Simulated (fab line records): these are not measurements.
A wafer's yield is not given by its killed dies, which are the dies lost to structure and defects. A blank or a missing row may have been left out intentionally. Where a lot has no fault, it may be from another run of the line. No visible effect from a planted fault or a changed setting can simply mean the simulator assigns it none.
Which tool did it? :: flow n5Finfet :: 9 lots, 27 wafers sampled, at 6 steps of a route of 1938

## WHAT THE GAUGES SHOWED, per wafer
N5_HKMG_FIN_INSPECT_61: inspects for defects (macro).
lot: L188
measured: day 4 01:06
on: defectInspect-02
rawDefectCount: 2 3 2

lot: L191
measured: day 4 18:53
on: defectInspect-02
rawDefectCount: 2 1 2

lot: L193
measured: day 5 07:44
on: defectInspect-02
rawDefectCount: 1 1 2

lot: L195
measured: day 5 20:02
on: defectInspect-02
rawDefectCount: 2 2 3

lot: L204
measured: day 7 22:30
on: defectInspect-01
rawDefectCount: 2 1 3

lot: L205
measured: day 8 13:31
on: defectInspect-02
rawDefectCount: 1 1 1

lot: L208
measured: day 8 22:49
on: defectInspect-01
rawDefectCount: 2 2 0

lot: L209
measured: day 9 06:27
on: defectInspect-01
rawDefectCount: 3 0 5

lot: L211
measured: day 9 19:50
on: defectInspect-02
rawDefectCount: 1 2 1

N5_HKMG_FIN_THK_MEAS_70: measures by xrf.
lot: L188
measured: day 4 03:32
on: filmMetro-01
HK_THK (nm): 1.604 1.621 1.609

lot: L191
measured: day 4 21:29
on: filmMetro-01
HK_THK (nm): 1.606 1.629 1.618

lot: L193
measured: day 5 10:16
on: filmMetro-02
HK_THK (nm): 1.595 1.632 1.614

lot: L195
measured: day 5 22:40
on: filmMetro-01
HK_THK (nm): 1.601 1.614 1.620

lot: L204
measured: day 8 00:57
on: filmMetro-02
HK_THK (nm): 1.335 1.342 1.342

lot: L205
measured: day 8 16:11
on: filmMetro-02
HK_THK (nm): 1.338 1.379 1.338

lot: L208
measured: day 9 01:28
on: filmMetro-01
HK_THK (nm): 1.623 1.590 1.630

lot: L209
measured: day 9 08:54
on: filmMetro-01
HK_THK (nm): 1.615 1.623 1.617

lot: L211
measured: day 9 23:34
on: filmMetro-02
HK_THK (nm): 1.632 1.602 1.606

N5_BEOL_M4_RC_MEAS_101.
lot: L188
measured: day 8 11:45
on: prober-02
DIBL_N (mV/V): 39.7 38.3 39.1
DIBL_P (mV/V): 42 39 41
IOFF_N (nA/um): 0.23 0.19 0.21
IOFF_P (nA/um): 0.30 0.22 0.27
ION_N (uA/um): 684 667 673
ION_P (uA/um): 470 455 467
SS_N (mV/dec): 72.4 71.9 72.2
SS_P (mV/dec): 74.6 73.9 74.2
VT_N (mV): 245 249 245
VT_P (mV): -248 -253 -248

lot: L191
measured: day 9 13:48
on: prober-01
DIBL_N (mV/V): 37.7 36.7 37.9
DIBL_P (mV/V): 39 37 38
IOFF_N (nA/um): 0.20 0.19 0.20
IOFF_P (nA/um): 0.25 0.23 0.23
ION_N (uA/um): 688 681 664
ION_P (uA/um): 467 464 453
SS_N (mV/dec): 71.6 72.0 73.0
SS_P (mV/dec): 73.7 72.7 73.8
VT_N (mV): 248 245 247
VT_P (mV): -248 -248 -248

lot: L193
measured: day 9 13:41
on: prober-02
DIBL_N (mV/V): 40.3 35.2 36.3
DIBL_P (mV/V): 37 35 36
IOFF_N (nA/um): 0.26 0.13 0.14
IOFF_P (nA/um): 0.19 0.16 0.17
ION_N (uA/um): 659 654 655
ION_P (uA/um): 447 445 441
SS_N (mV/dec): 74.5 70.6 71.5
SS_P (mV/dec): 73.1 73.0 72.5
VT_N (mV): 250 253 252
VT_P (mV): -253 -254 -254

lot: L195
measured: day 9 21:47
on: prober-02
DIBL_N (mV/V): 36.1 33.4 36.5
DIBL_P (mV/V): 34 31 36
IOFF_N (nA/um): 0.14 0.11 0.15
IOFF_P (nA/um): 0.20 0.16 0.22
ION_N (uA/um): 674 656 677
ION_P (uA/um): 464 453 474
SS_N (mV/dec): 72.4 71.2 72.2
SS_P (mV/dec): 72.6 71.6 73.4
VT_N (mV): 252 256 253
VT_P (mV): -250 -252 -250

lot: L204
measured: day 12 10:06
on: prober-02
DIBL_N (mV/V): 35.3 39.8 37.4
DIBL_P (mV/V): 33 40 37
IOFF_N (nA/um): 0.13 0.20 0.15
IOFF_P (nA/um): 0.16 0.25 0.21
ION_N (uA/um): 663 685 666
ION_P (uA/um): 454 468 458
SS_N (mV/dec): 70.9 72.8 71.4
SS_P (mV/dec): 72.4 74.7 73.0
VT_N (mV): 250 248 251
VT_P (mV): -255 -247 -250

lot: L205
measured: day 12 18:37
on: prober-02
DIBL_N (mV/V): 32.8 36.2 34.8
DIBL_P (mV/V): 32 36 32
IOFF_N (nA/um): 0.11 0.17 0.13
IOFF_P (nA/um): 0.16 0.23 0.18
ION_N (uA/um): 661 673 665
ION_P (uA/um): 456 466 460
SS_N (mV/dec): 70.1 71.6 71.4
SS_P (mV/dec): 71.6 73.3 72.0
VT_N (mV): 256 248 254
VT_P (mV): -254 -248 -251

lot: L208
measured: day 13 00:14
on: prober-02
DIBL_N (mV/V): 41.6 35.2 39.3
DIBL_P (mV/V): 41 35 38
IOFF_N (nA/um): 0.28 0.14 0.24
IOFF_P (nA/um): 0.27 0.17 0.23
ION_N (uA/um): 683 651 682
ION_P (uA/um): 463 446 461
SS_N (mV/dec): 73.6 71.9 73.2
SS_P (mV/dec): 75.0 72.9 74.9
VT_N (mV): 243 255 247
VT_P (mV): -248 -255 -251

lot: L209
measured: day 13 21:18
on: prober-02
DIBL_N (mV/V): 32.5 36.1 37.3
DIBL_P (mV/V): 33 37 39
IOFF_N (nA/um): 0.12 0.17 0.21
IOFF_P (nA/um): 0.14 0.18 0.22
ION_N (uA/um): 665 690 697
ION_P (uA/um): 453 459 464
SS_N (mV/dec): 71.2 71.7 72.5
SS_P (mV/dec): 72.1 72.8 74.6
VT_N (mV): 252 249 244
VT_P (mV): -255 -255 -252

lot: L211
measured: day 14 00:27
on: prober-01
DIBL_N (mV/V): 34.9 37.6 37.8
DIBL_P (mV/V): 35 38 39
IOFF_N (nA/um): 0.13 0.16 0.19
IOFF_P (nA/um): 0.16 0.19 0.22
ION_N (uA/um): 662 662 681
ION_P (uA/um): 456 448 460
SS_N (mV/dec): 71.0 71.7 71.8
SS_P (mV/dec): 73.0 73.5 73.7
VT_N (mV): 254 254 249
VT_P (mV): -253 -253 -252

## EACH LOT AND THE TOOL THAT RAN IT (in order: tool; ch and the chambers of the sampled wafers; start)
lot: L188
N5_HKMG_FIN_HK_ALD_01: aldHk-03 ch 1,2,3, day 4 00:06
N5_HKMG_FIN_DESCUM_53: rieDiel-06 ch 0,1, day 4 01:08
N5_HKMG_FIN_STRIP_93: rieDiel-06 ch 0,1, day 4 01:52

lot: L191
N5_HKMG_FIN_HK_ALD_01: aldHk-03 ch 1,2,3, day 4 17:44
N5_HKMG_FIN_DESCUM_53: rieDiel-05 ch 1,3, day 4 19:04
N5_HKMG_FIN_STRIP_93: rieDiel-05 ch 1,3, day 4 19:47

lot: L193
N5_HKMG_FIN_HK_ALD_01: aldHk-03 ch 0,1,2, day 5 06:35
N5_HKMG_FIN_DESCUM_53: rieDiel-05 ch 1,2, day 5 07:46
N5_HKMG_FIN_STRIP_93: rieDiel-05 ch 1,2, day 5 08:30

lot: L195
N5_HKMG_FIN_HK_ALD_01: aldHk-01 ch 2,3, day 5 18:52
N5_HKMG_FIN_DESCUM_53: rieDiel-06 ch 0,3, day 5 20:05
N5_HKMG_FIN_STRIP_93: rieDiel-06 ch 0,3, day 5 20:48

lot: L204
N5_HKMG_FIN_HK_ALD_01: aldHk-03 ch 2,3, day 7 21:36
N5_HKMG_FIN_DESCUM_53: rieDiel-06 ch 0,2,3, day 7 22:32
N5_HKMG_FIN_STRIP_93: rieDiel-06 ch 0,2,3, day 7 23:16

lot: L205
N5_HKMG_FIN_HK_ALD_01: aldHk-03 ch 1,3, day 8 12:07
N5_HKMG_FIN_DESCUM_53: rieDiel-02 ch 1,2,3, day 8 13:34
N5_HKMG_FIN_STRIP_93: rieDiel-02 ch 1,2,3, day 8 14:17

lot: L208
N5_HKMG_FIN_HK_ALD_01: aldHk-01 ch 1,2,3, day 8 21:43
N5_HKMG_FIN_DESCUM_53: rieDiel-05 ch 0,2, day 8 22:58
N5_HKMG_FIN_STRIP_93: rieDiel-05 ch 0,2, day 8 23:41

lot: L209
N5_HKMG_FIN_HK_ALD_01: aldHk-02 ch 0,1,3, day 9 05:35
N5_HKMG_FIN_DESCUM_53: rieDiel-02 ch 0,1,3, day 9 06:29
N5_HKMG_FIN_STRIP_93: rieDiel-02 ch 0,1,3, day 9 07:13

lot: L211
N5_HKMG_FIN_HK_ALD_01: aldHk-02 ch 1,2,3, day 9 18:58
N5_HKMG_FIN_DESCUM_53: rieDiel-02 ch 0,1,2, day 9 21:02
N5_HKMG_FIN_STRIP_93: rieDiel-02 ch 0,1,2, day 9 21:46
- N5_HKMG_FIN_HK_ALD_01: deposits HfO2, target thk 1.6 nm, pulse time 3 s, purge time 3 s.
- N5_HKMG_FIN_DESCUM_53: chemistry O2, time 7.9 s.
- N5_HKMG_FIN_STRIP_93: strips SOC in N2/H2, time 20 s.

## WHAT THE TOOLS THEMSELVES READ (means of the sampled wafers that have a number; where no wafer has one, the mark that the record gives instead)
N5_HKMG_FIN_HK_ALD_01.
lot: L188
tool: aldHk-03
precursorPulseHeightRel: 1.012

lot: L191
tool: aldHk-03
precursorPulseHeightRel: 0.997

lot: L193
tool: aldHk-03
precursorPulseHeightRel: 0.993

lot: L195
tool: aldHk-01
precursorPulseHeightRel: 0.983

lot: L204
tool: aldHk-03
precursorPulseHeightRel: 0.998

lot: L205
tool: aldHk-03
precursorPulseHeightRel: 1.004

lot: L208
tool: aldHk-01
precursorPulseHeightRel: 0.993

lot: L209
tool: aldHk-02
precursorPulseHeightRel: 1.010

lot: L211
tool: aldHk-02
precursorPulseHeightRel: 0.981

N5_HKMG_FIN_DESCUM_53.
lot: L188
tool: rieDiel-06
drypumpMotorCurrentA (A): 5.3
oesProductAu (a.u.): 0.78
rfVppV (V): 243.7
showerheadPlenumPTorr (Torr): 2.14
throttleValvePct (%): 20.73

lot: L191
tool: rieDiel-05
drypumpMotorCurrentA (A): 5.5
oesProductAu (a.u.): 0.70
rfVppV (V): 242.3
showerheadPlenumPTorr (Torr): 2.09
throttleValvePct (%): 20.67

lot: L193
tool: rieDiel-05
drypumpMotorCurrentA (A): 5.7
oesProductAu (a.u.): 0.78
rfVppV (V): 244.2
showerheadPlenumPTorr (Torr): 2.14
throttleValvePct (%): 20.48

lot: L195
tool: rieDiel-06
drypumpMotorCurrentA (A): 5.4
oesProductAu (a.u.): 0.77
rfVppV (V): 242.8
showerheadPlenumPTorr (Torr): 2.08
throttleValvePct (%): 20.44

lot: L204
tool: rieDiel-06
drypumpMotorCurrentA (A): 5.7
oesProductAu (a.u.): 0.84
rfVppV (V): 243.0
showerheadPlenumPTorr (Torr): 2.13
throttleValvePct (%): 20.40

lot: L205
tool: rieDiel-02
drypumpMotorCurrentA (A): 5.5
oesProductAu (a.u.): 0.75
rfVppV (V): 242.8
showerheadPlenumPTorr (Torr): 2.12
throttleValvePct (%): 20.33

lot: L208
tool: rieDiel-05
drypumpMotorCurrentA (A): 5.8
oesProductAu (a.u.): 0.82
rfVppV (V): 243.2
showerheadPlenumPTorr (Torr): 2.08
throttleValvePct (%): 20.26

lot: L209
tool: rieDiel-02
drypumpMotorCurrentA (A): 5.8
oesProductAu (a.u.): 0.74
rfVppV (V): 242.9
showerheadPlenumPTorr (Torr): 2.08
throttleValvePct (%): 20.35

lot: L211
tool: rieDiel-02
drypumpMotorCurrentA (A): 5.2
oesProductAu (a.u.): 0.75
rfVppV (V): 244.0
showerheadPlenumPTorr (Torr): 2.12
throttleValvePct (%): 20.21

N5_HKMG_FIN_STRIP_93.
lot: L188
tool: rieDiel-06
drypumpMotorCurrentA (A): 5.3
oesProductAu (a.u.): 0.78
rfVppV (V): 54.6
showerheadPlenumPTorr (Torr): 3.39
throttleValvePct (%): 19.0

lot: L191
tool: rieDiel-05
drypumpMotorCurrentA (A): 5.5
oesProductAu (a.u.): 0.70
rfVppV (V): 53.6
showerheadPlenumPTorr (Torr): 3.32
throttleValvePct (%): 19.3

lot: L193
tool: rieDiel-05
drypumpMotorCurrentA (A): 5.8
oesProductAu (a.u.): 0.78
rfVppV (V): 54.3
showerheadPlenumPTorr (Torr): 3.40
throttleValvePct (%): 19.1

lot: L195
tool: rieDiel-06
drypumpMotorCurrentA (A): 5.4
oesProductAu (a.u.): 0.76
rfVppV (V): 55.0
showerheadPlenumPTorr (Torr): 3.29
throttleValvePct (%): 19.0

lot: L204
tool: rieDiel-06
drypumpMotorCurrentA (A): 5.7
oesProductAu (a.u.): 0.82
rfVppV (V): 54.9
showerheadPlenumPTorr (Torr): 3.38
throttleValvePct (%): 18.9

lot: L205
tool: rieDiel-02
drypumpMotorCurrentA (A): 5.5
oesProductAu (a.u.): 0.74
rfVppV (V): 53.8
showerheadPlenumPTorr (Torr): 3.39
throttleValvePct (%): 18.6

lot: L208
tool: rieDiel-05
drypumpMotorCurrentA (A): 5.8
oesProductAu (a.u.): 0.80
rfVppV (V): 54.8
showerheadPlenumPTorr (Torr): 3.36
throttleValvePct (%): 19.2

lot: L209
tool: rieDiel-02
drypumpMotorCurrentA (A): 5.8
oesProductAu (a.u.): 0.75
rfVppV (V): 54.5
showerheadPlenumPTorr (Torr): 3.35
throttleValvePct (%): 18.9

lot: L211
tool: rieDiel-02
drypumpMotorCurrentA (A): 5.2
oesProductAu (a.u.): 0.77
rfVppV (V): 54.2
showerheadPlenumPTorr (Torr): 3.40
throttleValvePct (%): 18.7

## THE ANSWER, worked out from the rows above alone
Rule: what is usual is taken from the lots themselves. The widest of any qualifying gaps counts: lots, ordered by their means at a reading, are off when they make up no more than a third of the lots, leave a main group of 4 or more, and stand apart from it by 3 or more times the standard deviation of that group's means. A main group whose means are all the same, to the digits that the tables above print for the reading, isn't used. Also off: a lot with no number at a reading for which 4 or more lots have one. The other lots that the step has rows for count as sound. The gauges are gone through in route order, then the tools' own readings, and for those a lot's mean is taken as printed above. The first step at which some lot is off is used, and at that step the reading that is off furthest; a lot without a number counts as furthest.
Off: L204, L205, at N5_HKMG_FIN_THK_MEAS_70 (HK_THK). For the main group the mean is 1.614 nm and the standard deviation 0.0025.
If a tool, at a process step before that reading, ran all the lots that are off and no sound lot after the first of them, it fits. Those tools and the gauges at N5_HKMG_FIN_THK_MEAS_70 are tried in the same way. One candidate fits, namely aldHk-03 at N5_HKMG_FIN_HK_ALD_01. Its last sound lot is L193 (day 5 06:35), its first lot that is off L204 (day 7 21:36): a fault that began between those two fits.

## WHAT THE SIMULATOR HAD INSERTED
Site profile drift: aldHk-03, from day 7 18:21 on, at N5_HKMG_FIN_HK_ALD_01. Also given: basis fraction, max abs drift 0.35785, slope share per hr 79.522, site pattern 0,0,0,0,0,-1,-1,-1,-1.
Shown lots that were struck: L204, L205. This agrees with what the rule above found.
